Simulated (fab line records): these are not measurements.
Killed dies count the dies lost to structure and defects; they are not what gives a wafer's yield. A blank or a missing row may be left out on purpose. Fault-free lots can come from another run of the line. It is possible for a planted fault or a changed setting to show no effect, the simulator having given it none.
fab line records	flow n5Finfet
[record] lots = 6	wafers = 18	lastDay = 18
route steps=1938 shown BEOL_M13@1701 BEOL_M14@1716 PASSIVATION@1936
lots that met no fault: from a run of the same line without faults
startH: start of the lot's first displayed wafer, in hours after the record's first day	waitH: time in hours since the lot's previous step	" repeats the value in the row above	L1.1+2: a row that stands for several wafers	- no value present, or no start provided	* or withheld: withheld	< > ~ a bound
route shown NAME@n: names a module that has steps shown in the file, with the first one's number in the route	usual: average and standard deviation across the fault-free wafers	same: alike in all rows	chamber/n: place in a boat	sites: each site's reading	_std_site: the standard deviation of these	_edge_site: outer sites' mean less inner sites'	radiusMm: how far each site lies from the wafer's centre	mask NAME#n: copy n	behind: tool/chamber where the wafer was last shaped	hold: why the lot was held/for how many hours/how that ended	device: transistor that didn't switch, given as n, p or np	end of line: the same wafers' tests at the end of the route	where a step has no rows: the recipe by itself	killed: the dies lost at the first sort to structure and to defects; this is not the yield of the wafer	map: dies across one wafer; x = killed, . = not, _ = none there
set.NAME: the setting as run; set.NAME@STEP: as run at that earlier step	model.NAME: the simulator's own value behind a step, which no gauge read
lots at some steps of the route; a table a step, a row a wafer
services: the hour from which a tool's chamber was out of use, counted from the record's first day as startH (under 0 if before that day), plus the number of hours and why
[[steps]]
[step N5_BEOL_M13_PRECLEAN_39]
[recipe] chemistry = residueRemover	timeS = 60	tempC = 40
[step N5_BEOL_M13_SRD_40]
[recipe] timeS = 30	tempC = 23	rinseLiquid = diw	dry = n2Spin	spinRpm = 1500	dryTimeS = 30
[step N5_BEOL_M13_DEGAS_41]
[recipe] ambient = vacuum	tempC = 250	timeS = 60
[step N5_BEOL_M13_PRE_CLEAN_42]
[recipe] gas = H2/He	timeS = 30	tempC = 250
[step N5_BEOL_M13_SPUTTER_43]
[recipe] material = TaN	targetThkA = 150	tempC = 50	biasV = 168.6	powerW = 15000	chamberPressurePa = 0.12	timeS = 24.19
[step N5_BEOL_M13_SPUTTER_44]
[recipe] material = Ta	targetThkA = 100	tempC = 50	biasV = 80	powerW = 15000	chamberPressurePa = 0.07	timeS = 16.13
[usual] throttleValvePct = 30.1/0.94
[same] timeS = 16.13
lot.wafer	tool	chamber	startH	waitH	throttleValvePct
L300.1	pvdSputter-01	-	266.10	0.0	30.3
L300.3	"	-	"	"	31.2
L300.6	"	-	"	"	28.3
L309.1	pvdSputter-02	-	321.52	0.0	29.1
L309.2	"	-	"	"	31.1
L309.6	"	-	"	"	29.5
L313.2	pvdSputter-02	-	338.59	0.0	30.9
L313.3	"	-	"	"	30.9
L313.5	"	-	"	"	31.0
L315.1	pvdSputter-02	-	351.62	0.0	31.1
L315.2	"	-	"	"	30.4
L315.4	"	-	"	"	29.4
L317.1	pvdSputter-02	-	374.05	0.0	31.0
L317.3	"	-	"	"	30.3
L317.6	"	-	"	"	30.4
L320.1	pvdSputter-01	-	396.12	0.0	30.5
L320.3	"	-	"	"	31.2
L320.5	"	-	"	"	31.4
[step N5_BEOL_M13_SPUTTER_45]
[recipe] material = Cu	targetThkA = 800	tempC = -20	biasV = 60	powerW = 26000	chamberPressurePa = 0.13	timeS = 13.33
[usual] throttleValvePct = 30.2/0.93
[same] timeS = 13.33
lot.wafer	tool	chamber	startH	waitH	throttleValvePct
L300.1	pvdSputter-01	-	266.18	0.0	30.5
L300.3	"	-	"	"	31.2
L300.6	"	-	"	"	28.5
L309.1	pvdSputter-02	-	321.60	0.0	29.5
L309.2	"	-	"	"	30.8
L309.6	"	-	"	"	29.2
L313.2	pvdSputter-02	-	338.67	0.0	30.7
L313.3	"	-	"	"	31.0
L313.5	"	-	"	"	31.0
L315.1	pvdSputter-02	-	351.70	0.0	31.0
L315.2	"	-	"	"	30.8
L315.4	"	-	"	"	29.1
L317.1	pvdSputter-02	-	374.13	0.0	31.1
L317.3	"	-	"	"	30.1
L317.6	"	-	"	"	30.5
L320.1	pvdSputter-01	-	396.20	0.0	30.5
L320.3	"	-	"	"	31.2
L320.5	"	-	"	"	31.2
[step N5_BEOL_M13_ECD_47]
[recipe] material = Cu	targetThkA = 9360
[step N5_BEOL_M13_ANNEAL_48]
[recipe] tempC = 225	timeS = 90	ambient = N2
[usual] annealTempC = 224.97/0.18	wafer_temp_C_max = 225.96/0.26
[same] timeS = 90
lot.wafer	tool	chamber	startH	waitH	annealTempC	wafer_temp_C_max
L300.1	rtpAnneal-02	0	266.54	0.2	224.70	226.18
L300.3	"	0	"	"	225.09	225.70
L300.6	"	0	"	"	224.72	226.18
L309.1	rtpAnneal-01	0	321.88	0.1	225.06	225.79
L309.2	"	0	"	"	225.17	225.94
L309.6	"	0	"	"	224.79	225.63
L313.2	rtpAnneal-01	0	339.00	0.2	225.05	226.12
L313.3	"	0	"	"	224.80	226.01
L313.5	"	0	"	"	224.85	226.10
L315.1	rtpAnneal-02	0	352.24	0.3	224.99	225.80
L315.2	"	0	"	"	225.10	225.76
L315.4	"	0	"	"	224.88	226.00
L317.1	rtpAnneal-02	0	374.41	0.1	225.25	226.00
L317.3	"	0	"	"	225.05	225.84
L317.6	"	0	"	"	224.99	225.97
L320.1	rtpAnneal-02	0	396.53	0.1	225.21	226.40
L320.3	"	0	"	"	224.97	226.17
L320.5	"	0	"	"	225.05	226.16
[step N5_BEOL_M13_CMP_49]
[recipe] stopOn = SiOC	tOverpolishS = 17.1	downForcePsi = 1	platenRpm = 50	clearingPlatenDownForcePsi = 1.5	clearingPlatenRpm = 50	postCmpClean = cuAlkaline	targetThkNm = 420	clearingPlatenPadVelocityMS = 0.99484	padVelocityMS = 0.99484
[usual] barrierFieldEndpointS = 30.8/0.75	headPressurePsi = 0.9999/0.0023	motorCurrentA = 6.0/0.53	overpolishRunS = 17.100/0.0088
lot.wafer	tool	chamber	startH	waitH	barrierFieldEndpointS	headPressurePsi	motorCurrentA	overpolishRunS
L300.3	cmp-01	2	266.84	0.2	31.3	0.9989	5.7	17.106
L300.1	"	1	"	"	31.9	0.9972	5.6	17.097
L300.6	"	2	"	"	30.4	0.9954	5.6	17.101
L309.2	cmp-03	0	322.19	0.2	31.2	1.0017	6.1	17.097
L309.1	"	1	"	"	30.8	0.9992	6.2	17.112
L309.6	"	0	"	"	31.1	1.0026	5.9	17.096
L313.3	cmp-03	1	339.29	0.2	31.2	1.0005	6.2	17.114
L313.2	"	2	"	"	31.0	1.0008	6.8	17.104
L313.5	"	0	"	"	31.9	1.0017	6.3	17.115
L315.1	cmp-03	2	352.54	0.3	31.2	1.0008	6.9	17.100
L315.4	"	3	"	"	31.3	0.9969	6.5	17.107
L315.2	"	1	"	"	32.1	0.9993	6.3	17.100
L317.3	cmp-03	0	374.71	0.2	31.8	0.9985	6.2	17.099
L317.1	"	2	"	"	30.9	1.0032	6.6	17.092
L317.6	"	0	"	"	31.3	1.0022	6.4	17.089
L320.1	cmp-01	1	397.17	0.6	30.1	0.9992	5.9	17.111
L320.3	"	2	"	"	30.2	0.9967	5.8	17.098
L320.5	"	3	"	"	31.0	0.9979	6.1	17.108
[step N5_BEOL_M13_THK_MEAS_50]
[recipe] thkMeasGauge = xrf	reads = Cu_of_BEOL_M13_ECD_47
[usual] M13_THK = 428/8.7
lot.wafer	tool	chamber	startH	waitH	M13_THK[nm]
L300.1	filmMetro-01	-	267.13	-	407
L300.3	"	-	"	"	424
L300.6	"	-	"	"	409
L309.1	filmMetro-02	-	322.49	-	431
L309.2	"	-	"	"	422
L309.6	"	-	"	"	417
L313.2	filmMetro-01	-	339.54	-	430
L313.3	"	-	"	"	438
L313.5	"	-	"	"	435
L315.1	filmMetro-01	-	352.83	-	423
L315.2	"	-	"	"	431
L315.4	"	-	"	"	431
L317.1	filmMetro-02	-	375.00	-	437
L317.3	"	-	"	"	441
L317.6	"	-	"	"	420
L320.1	filmMetro-01	-	397.39	-	421
L320.3	"	-	"	"	420
L320.5	"	-	"	"	415
[step N5_BEOL_M13_PRE_CLEAN_52]
[recipe] gas = NH3	timeS = 15	tempC = withheld	rfPowerW = 300
[step N5_BEOL_M13_DEP_53]
[recipe] material = SiCN	targetThkA = 500	tempC = withheld	precursor = 3MS/NH3	pressureTorr = 3	rfW = 675	timeS = 17.8
[usual] chamberPressureTorr = 3.001/0.0067	showerheadPlenumPTorr = 4.171/0.024	showerheadVppV = 1572/57	throttleValvePct = 18.6/0.87
[same] timeS = 17.8
lot.wafer	tool	chamber	startH	waitH	chamberPressureTorr	showerheadPlenumPTorr	showerheadVppV	throttleValvePct
L300.1	pecvd-01	1	267.19	0.0	2.991	4.181	1540	20.2
L300.3	"	2	"	"	3.003	4.183	1638	17.7
L300.6	"	1	"	"	3.013	4.195	1566	20.2
L309.1	pecvd-02	0	322.55	0.0	3.001	4.182	1580	18.5
L309.2	"	1	"	"	2.995	4.179	1614	18.7
L309.6	"	1	"	"	2.996	4.180	1644	18.9
L313.2	pecvd-01	0	339.61	0.0	3.000	4.146	1641	19.3
L313.3	"	1	"	"	2.994	4.178	1553	20.4
L313.5	"	0	"	"	2.996	4.140	1629	18.8
L315.1	pecvd-02	2	352.89	0.0	2.998	4.173	1464	18.5
L315.2	"	1	"	"	3.000	4.178	1648	18.8
L315.4	"	2	"	"	2.993	4.174	1470	18.2
L317.1	pecvd-01	0	375.06	0.0	3.006	4.150	1613	19.1
L317.3	"	2	"	"	2.996	4.172	1658	18.0
L317.6	"	2	"	"	2.999	4.180	1652	18.0
L320.1	pecvd-02	1	397.45	0.0	3.007	4.186	1607	18.9
L320.3	"	2	"	"	3.015	4.179	1478	18.4
L320.5	"	1	"	"	3.004	4.175	1600	19.0
[step N5_BEOL_M13_RS_MEAS_54]
[recipe] thkMeasGauge = four-point-probe	reads = Cu_of_BEOL_M13_ECD_47+Ta_of_BEOL_M13_SPUTTER_44+TaN_of_BEOL_M13_SPUTTER_43
[usual] M13_RS = 0.0447/0.0009
lot.wafer	tool	chamber	startH	waitH	M13_RS[ohm/sq]
L300.1	filmMetro-01	-	267.26	0.0	0.0473
L300.3	"	-	"	"	0.0451
L300.6	"	-	"	"	0.0471
L309.1	filmMetro-01	-	322.62	0.0	0.0441
L309.2	"	-	"	"	0.0453
L309.6	"	-	"	"	0.0457
L313.2	filmMetro-01	-	339.67	0.1	0.0450
L313.3	"	-	"	"	0.0444
L313.5	"	-	"	"	0.0443
L315.1	filmMetro-01	-	352.96	0.0	0.0449
L315.2	"	-	"	"	0.0440
L315.4	"	-	"	"	0.0441
L317.1	filmMetro-01	-	375.13	0.0	0.0436
L317.3	"	-	"	"	0.0433
L317.6	"	-	"	"	0.0456
L320.1	filmMetro-02	-	397.52	0.0	0.0455
L320.3	"	-	"	"	0.0453
L320.5	"	-	"	"	0.0458
[step N5_BEOL_M13_INSPECT_55]
[recipe] inspectInstrument = darkfield	mode = postDep
[usual] rawDefectCount = 68/24
lot.wafer	tool	chamber	startH	waitH	rawDefectCount
L300.1	defectInspect-01	-	267.29	0.0	38
L300.3	"	-	"	"	25
L300.6	"	-	"	"	28
L309.1	defectInspect-02	-	322.64	0.0	69
L309.2	"	-	"	"	69
L309.6	"	-	"	"	75
L313.2	defectInspect-01	-	339.70	0.0	737
L313.3	"	-	"	"	30
L313.5	"	-	"	"	749
L315.1	defectInspect-02	-	352.98	0.0	102
L315.2	"	-	"	"	48
L315.4	"	-	"	"	77
L317.1	defectInspect-02	-	375.16	0.0	745
L317.3	"	-	"	"	63
L317.6	"	-	"	"	44
L320.1	defectInspect-01	-	397.54	0.0	57
L320.3	"	-	"	"	88
L320.5	"	-	"	"	36
[step N5_BEOL_M14_ILD_DEP_00]
[recipe] material = SiO2	targetThkA = 11193	tempC = 400	precursor = TEOS/O2	pressureTorr = 6.5	rfW = 900	teosFlowSccm = 161.4	gas = O2	flowSccm = 2650	timeS = 237.4
[usual] chamberPressureTorr = 6.500/0.017	heaterPowerW = 590/120	showerheadPlenumPTorr = 8.35/0.036	showerheadVppV = 1868/61	throttleValvePct = 19.0/0.93
[same] timeS = 237.4
lot.wafer	tool	chamber	startH	waitH	chamberPressureTorr	heaterPowerW	showerheadPlenumPTorr	showerheadVppV	throttleValvePct
L300.1	pecvd-03	1	267.32	0.0	6.478	727	8.31	1925	19.5
L300.3	"	0	"	"	6.525	611	8.38	1860	18.1
L300.6	"	1	"	"	6.474	796	8.30	1928	19.3
L309.1	pecvd-03	0	322.68	0.0	6.499	656	8.37	1893	18.9
L309.2	"	1	"	"	6.483	741	8.32	1960	19.4
L309.6	"	1	"	"	6.471	791	8.32	1948	19.3
L313.2	pecvd-01	2	339.75	0.0	6.490	634	8.37	1880	18.5
L313.3	"	1	"	"	6.525	459	8.39	1796	21.3
L313.5	"	2	"	"	6.488	476	8.37	1910	18.6
L315.1	pecvd-01	0	353.02	0.0	6.515	307	8.31	1877	19.6
L315.2	"	1	"	"	6.505	584	8.39	1795	20.8
L315.4	"	1	"	"	6.519	461	8.41	1797	20.7
L317.1	pecvd-03	0	375.19	0.0	6.496	666	8.37	1885	18.5
L317.3	"	1	"	"	6.501	740	8.31	1922	19.3
L317.6	"	1	"	"	6.509	802	8.32	1947	19.3
L320.1	pecvd-01	0	397.58	0.0	6.512	390	8.31	1879	19.7
L320.3	"	2	"	"	6.494	491	8.40	1870	18.6
L320.5	"	2	"	"	6.498	554	8.38	1875	18.5
[step N5_PASSIVATION_PROBE_49]
[usual] defectLimitedYield = 91.5/1.5	killed_at_M0_to_M3 = 30/11	killed_at_M4_up = 13/4.9	killedAtContacts = 14/6.5	killedAtFrontEnd = 40/11	killedAtOther = 3.3/2.7	killedDies = 100/18	killedOnRim = 13/3.8	killedOpen = 67/14	killedShort = 32/7.8	sort_bin_5_function = 5.0/0.97	sort_bin_6_memory = 3.2/0.75	sort_bin_8_speed = 0.00/0.01	sortNPass = 1080/18	sortYieldPct = 91.5/1.5
[same] grossDies = 1180	killedAtBackSide = 0	sort_bin_4_leakage[%] = 0
lot.wafer	tool	chamber	startH	waitH	defectLimitedYield[%]	killed_at_M0_to_M3	killed_at_M4_up	killedAtContacts	killedAtFrontEnd	killedAtOther	killedDies	killedOnRim	killedOpen	killedShort	sort_bin_5_function[%]	sort_bin_6_memory[%]	sort_bin_8_speed[%]	sortNPass	sortYieldPct[%]
L300.1	prober-01	-	300.18	0.0	92.6	21	9	12	44	1	87	10	53	31	4.7	2.5	0	1093	92.6
L300.3	prober-01	-	300.28	0.1	90.8	19	12	12	63	3	109	12	72	34	4.7	3.9	0	1071	90.8
L300.6	prober-01	-	300.43	0.3	92.7	20	8	11	45	2	86	8	54	30	4.1	2.8	0	1094	92.7
L309.1	prober-01	-	354.75	0.0	88.7	46	14	20	38	15	133	19	83	50	7.6	3.6	0	1047	88.7
L309.2	prober-01	-	354.80	0.1	90.6	40	13	18	38	2	111	14	80	29	5.2	4.0	0.08	1069	90.6
L309.6	prober-01	-	355.00	0.3	91.3	26	13	17	34	13	103	18	62	41	4.6	3.8	0	1077	91.3
L313.2	prober-02	-	370.56	0.8	86.4	37	65	1	52	5	160	40	71	38	8.0	3.6	0	1020	86.4
L313.3	prober-02	-	370.61	0.9	90.6	42	12	6	48	3	111	9	73	38	6.3	2.8	0	1069	90.6
L313.5	prober-02	-	370.71	1.0	85.8	40	57	6	62	3	168	34	70	44	8.6	3.4	0	1012	85.8
L315.1	prober-01	-	379.45	0.0	94.7	20	8	10	24	1	63	11	43	20	3.1	2.1	0	1117	94.7
L315.2	prober-01	-	379.50	0.1	92.0	27	9	10	48	0	94	7	56	30	4.0	3.1	0	1086	92.0
L315.4	prober-01	-	379.60	0.2	92.7	21	7	5	51	2	86	11	53	33	4.7	2.5	0	1094	92.7
L317.1	prober-02	-	399.58	0.0	86.4	15	62	7	71	5	160	31	70	48	8.6	3.1	0	1020	86.4
L317.3	prober-02	-	399.68	0.1	89.0	40	16	8	65	1	130	23	80	44	6.4	3.6	0	1050	89.0
L317.6	prober-02	-	399.83	0.3	94.0	19	10	8	33	1	71	10	52	17	4.2	1.4	0	1109	94.0
L320.1	prober-02	-	422.72	0.0	90.6	43	10	2	55	1	111	15	80	31	6.4	2.8	0	1069	90.6
L320.3	prober-02	-	422.82	0.1	91.6	18	13	3	65	0	99	11	66	33	4.7	3.1	0	1081	91.6
L320.5	prober-02	-	422.92	0.2	90.4	39	19	9	45	1	113	12	83	27	6.3	3.1	0	1067	90.4
// killed by level:class
L300.1 STI_FIN_REVEAL:geometricParticle:open=12 MOL_CONTACT_COAG:geometricParticle:open=11 FIN_SAQP:geometricParticle:short=7 BEOL_M0_SAQP:geometricParticle:open=7 BEOL_M0_SAQP:geometricParticle:short=5 DUMMY_GATE:geometricParticle:open=4 GATE_CUT:geometricParticle:short=4 BEOL_M4:geometricParticle:open=4
L300.3 STI_FIN_REVEAL:geometricParticle:open=23 FIN_SAQP:geometricParticle:open=11 MOL_CONTACT_COAG:geometricParticle:open=11 FIN_SAQP:geometricParticle:short=7 BEOL_M0_SAQP:geometricParticle:open=7 GATE_CUT:geometricParticle:short=5 BEOL_M0_SAQP:geometricParticle:short=4 BEOL_M4:geometricParticle:open=4
L300.6 MOL_CONTACT_COAG:geometricParticle:open=9 FIN_SAQP:geometricParticle:short=8 FIN_SAQP:geometricParticle:open=7 STI_FIN_REVEAL:geometricParticle:open=4 SPACER0:geometricParticle:open=4 SPACER0:geometricParticle:short=4 BEOL_M0_SAQP:geometricParticle:open=4 BEOL_M0_SAQP:geometricParticle:short=4
L309.1 FIN_SAQP:geometricParticle:short=18 MOL_CONTACT_COAG:geometricParticle:open=16 BEOL_M0_SAQP:geometricParticle:open=10 FIN_SAQP:geometricParticle:open=9 BEOL_M0_SAQP:geometricParticle:short=9 BEOL_M3:geometricParticle:open=8 BEOL_M1:geometricParticle:open=7 MIM_TOP_ETCH:geometricParticle:short=6
L309.2 FIN_SAQP:geometricParticle:open=18 MOL_CONTACT_COAG:geometricParticle:open=13 BEOL_M3:geometricParticle:open=11 FIN_SAQP:geometricParticle:short=8 BEOL_M1:geometricParticle:open=8 BEOL_M0:geometricParticle:open=6 BEOL_M5:geometricParticle:open=6 MOL_CONTACT_COAG:geometricParticle:short=5
L309.6 MOL_CONTACT_COAG:geometricParticle:open=16 FIN_SAQP:geometricParticle:short=8 BEOL_M0_SAQP:geometricParticle:open=7 FIN_SAQP:geometricParticle:open=6 BEOL_M0_SAQP:geometricParticle:short=6 GATE_CUT:geometricParticle:short=4 BEOL_M5:geometricParticle:open=4 BEOL_M1:geometricParticle:open=4
L313.2 BEOL_M13:unspecified=43 FIN_SAQP:geometricParticle:short=15 BEOL_M4:geometricParticle:open=14 BEOL_M2:geometricParticle:open=9 STI_FIN_REVEAL:geometricParticle:open=8 BEOL_M1:geometricParticle:open=8 HKMG_FIN:areaEtch=7 BEOL_M3:geometricParticle:open=6
L313.3 FIN_SAQP:geometricParticle:open=12 STI_FIN_REVEAL:geometricParticle:open=12 BEOL_M2:geometricParticle:open=11 FIN_SAQP:geometricParticle:short=9 BEOL_M0_SAQP:geometricParticle:open=9 BEOL_M1:geometricParticle:open=8 BEOL_M4:geometricParticle:open=6 STARTING-WAFER:geometricParticle:short=6
L313.5 BEOL_M13:unspecified=42 FIN_SAQP:geometricParticle:open=11 FIN_SAQP:geometricParticle:short=11 BEOL_M2:geometricParticle:open=10 HKMG_FIN:areaEtch=10 BEOL_M3:geometricParticle:open=8 BEOL_M0_SAQP:geometricParticle:short=6 BEOL_M0_SAQP:geometricParticle:open=6
L315.1 MOL_CONTACT_COAG:geometricParticle:open=8 FIN_SAQP:geometricParticle:short=4 STI_FIN_REVEAL:geometricParticle:open=4 BEOL_M1:geometricParticle:open=4 BEOL_M2:geometricParticle:open=4 BEOL_M3:geometricParticle:open=4 DUMMY_GATE:geometricParticle:open=3 GATE_CUT:geometricParticle:short=3
L315.2 FIN_SAQP:geometricParticle:open=11 MOL_CONTACT_COAG:geometricParticle:open=8 BEOL_M3:geometricParticle:open=8 HKMG_FIN:areaEtch=7 DUMMY_GATE:geometricParticle:open=6 FIN_SAQP:geometricParticle:short=5 BEOL_M1:geometricParticle:open=5 STARTING-WAFER:geometricParticle:short=5
L315.4 FIN_SAQP:geometricParticle:short=8 STI_FIN_REVEAL:geometricParticle:open=6 DUMMY_GATE:geometricParticle:open=6 BEOL_M2:geometricParticle:open=5 FIN_SAQP:geometricParticle:open=4 GATE_CUT:geometricParticle:short=4 GATE_CUT:geometricParticle:open=4 BEOL_M3:geometricParticle:open=4
L317.1 BEOL_M13:unspecified=41 FIN_SAQP:geometricParticle:open=20 FIN_SAQP:geometricParticle:short=17 BEOL_M4:geometricParticle:open=11 MOL_CONTACT_COAG:geometricParticle:open=6 STI_FIN_REVEAL:geometricParticle:open=6 GATE_CUT:geometricParticle:short=6 BEOL_M4:geometricParticle:short=6
L317.3 FIN_SAQP:geometricParticle:open=31 BEOL_M0_SAQP:geometricParticle:open=15 BEOL_M0_SAQP:geometricParticle:short=14 FIN_SAQP:geometricParticle:short=11 BEOL_M4:geometricParticle:open=9 MOL_CONTACT_COAG:geometricParticle:open=7 HKMG_FIN:areaEtch=6 STI_FIN_REVEAL:geometricParticle:open=4
L317.6 FIN_SAQP:geometricParticle:open=10 MOL_CONTACT_COAG:geometricParticle:open=8 STI_FIN_REVEAL:geometricParticle:open=6 BEOL_M0_SAQP:geometricParticle:open=4 FIN_SAQP:geometricParticle:short=3 DUMMY_GATE:geometricParticle:open=3 ILD0:geometricParticle:open=3 BEOL_M0_SAQP:geometricParticle:short=3
L320.1 STI_FIN_REVEAL:geometricParticle:open=28 BEOL_M0:geometricParticle:open=10 BEOL_M0_SAQP:geometricParticle:open=9 BEOL_M0_SAQP:geometricParticle:short=8 GATE_CUT:geometricParticle:short=7 BEOL_M1:geometricParticle:open=6 BEOL_M2:geometricParticle:open=5 STI_FIN_REVEAL:geometricParticle:short=4
L320.3 STI_FIN_REVEAL:geometricParticle:open=27 BEOL_M4:geometricParticle:open=9 STI_FIN_REVEAL:geometricParticle:short=7 BEOL_M0_SAQP:geometricParticle:short=6 GATE_CUT:geometricParticle:short=6 FIN_SAQP:geometricParticle:short=5 BEOL_M0_SAQP:geometricParticle:open=5 STARTING-WAFER:geometricParticle:open=5
L320.5 STI_FIN_REVEAL:geometricParticle:open=22 BEOL_M4:geometricParticle:open=10 BEOL_M0_SAQP:geometricParticle:open=9 BEOL_M1:geometricParticle:open=9 MOL_CONTACT_COAG:geometricParticle:open=7 BEOL_M0_SAQP:geometricParticle:short=6 FIN_SAQP:geometricParticle:open=5 BEOL_M0:geometricParticle:open=5
// map L313.5 (x killed, . not)
_________________..x.........________________
______________..x....x.........._____________
___________xx............x.x......x__________
__________xx.x..............x.x....._________
________xxxx.....x.x..............x..._______
_______xxxxx............x..........x...______
______xxxxx...........x......x.......x.x_____
_____xxxxx..xx...........................____
____xxxxxxx.........x...x.........x.......___
___xxxxxx.................xx...............__
___xxxxx.x.....x......x....x.....x...x.xx..__
__.......x............x......x.............._
__......x.........x....x..x..x.........xx..._
_..x..x.xx..x..................x.xx..........
_.........x....x..........x..................
_.x.........x.x........x...x..x...x....x.x...
_..............x...xx........x.....x.......x.
_..x..............................x..........
_..xx...........x..................x.....x...
_x............xx.................xx....x.....
_x....................x...........x..........
__.................x..x.....x...x....x..x..._
__...x......................................_
___.......x.....x...........x...x..........__
___................................x.....x.__
____.............x.............x......x...___
_____.....xx..x..x....x.x..........xx....____
______x................x................_____
_______..x..x..............xxx......x..______
________x..............x.............x_______
__________..................x......._________
___________.x....................x.__________
______________x...............x._____________
_________________x....x......________________
// map L317.1 (x killed, . not)
_________________............________________
______________.............x...._____________
___________x.......x...............__________
__________x.x.x......x.............._________
________xxxx.x.............x.........._______
_______xxxxx..........................x______
______xxxxxx..........x..x............x._____
_____xxxxxx......x...........x.....x.xx..____
____xxxxxxx.........x.x..xx....xxx........___
___xxxxx.x.x.............................x.__
___xx.x.x.....x..x.........................__
__....x....x...x...x.x..........x...x......._
__.......x.....................x...........x_
_.x....x.....x.......x...x.....x.x......x....
_x............................x...x.......x..
_.........................x............x.....
_.........x......x.....x.......x..x........x.
_...........................................x
_..x.......x.............x..xx....x..........
_..........x....................x...x.x..x...
_x...........x..x.x......x...x....x..........
__.......................x....x.......x....._
__.....x...........x................xx...x.._
___..x.x.....x...........x..........x......__
___.......x.x............x.x............xxx__
____...x..................................___
_____......x.........x...................____
______........................x........._____
_______..xx.x.........x..x........x....______
________................x.x..........._______
__________.......x....x............._________
___________...x.......x...x........__________
______________x...x....xx...xx.._____________
_________________......x.....________________
[[services]]
tool	chamber	startH	hours	kind
cmp-03	-	256.62	4.3	pm
pecvd-01	0	267.38	19.8	repair
cmp-03	-	269.62	0.8	repair
cmp-03	-	279.65	2.3	repair
cmp-01	-	287.82	4.0	pm
cmp-01	-	291.82	-	consumableReplace:conditioner
pecvd-02	-	291.96	6.0	pm
rtpAnneal-02	-	295.23	1.1	pm
cmp-03	-	302.56	0.2	repair
pecvd-02	1	306.84	14.1	repair
pecvd-03	2	309.88	2.1	scheduledDown
pecvd-03	2	333.14	18.1	repair
pecvd-02	-	339.29	5.5	pm
pecvd-02	1	346.86	5.5	scheduledDown
pecvd-03	-	352.72	0.6	repair
cmp-01	-	370.94	4.2	repair
pecvd-01	1	383.62	-	clean
pecvd-01	1	383.62	-	consumableReplace:showerhead
pecvd-01	1	383.62	29.0	scheduledDown
pecvd-01	1	383.62	29.0	ventCycle
pvdSputter-01	-	384.44	2.7	repair
pvdSputter-02	-	384.47	0.7	repair
pecvd-02	0	386.91	5.5	scheduledDown
pecvd-03	0	392.17	5.5	scheduledDown
[[key]]
[firstSign] step = N5_BEOL_M13_INSPECT_55	reading = rawDefectCount	direction = up	sigmas = 28	usual = 68	struck = 744
[effect] step = N5_PASSIVATION_PROBE_49	reading = killed_at_M4_up	direction = up	sigmas = 9.9	usual = 13	struck = 61
[moreKillsBornAt] N5_BEOL_M13_DEP_53@pecvd-01 = 126
metAt N5_BEOL_M13_DEP_53
struckWafers L313.2,L313.5,L317.1
[baselineLoss] step = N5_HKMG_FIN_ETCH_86	wafers = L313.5
[fault] kind = chamberParticleSource	tool = pecvd-01	chamber = 0	onsetH = 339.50	steps = N5_BEOL_M13_DEP_53	ratePerVisitCm2 = 1.0968	endH = 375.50
// baselineLoss: these wafers lose ten dies or more at that step, a loss of the line's own and not of a fault; the sort's usual values leave them out
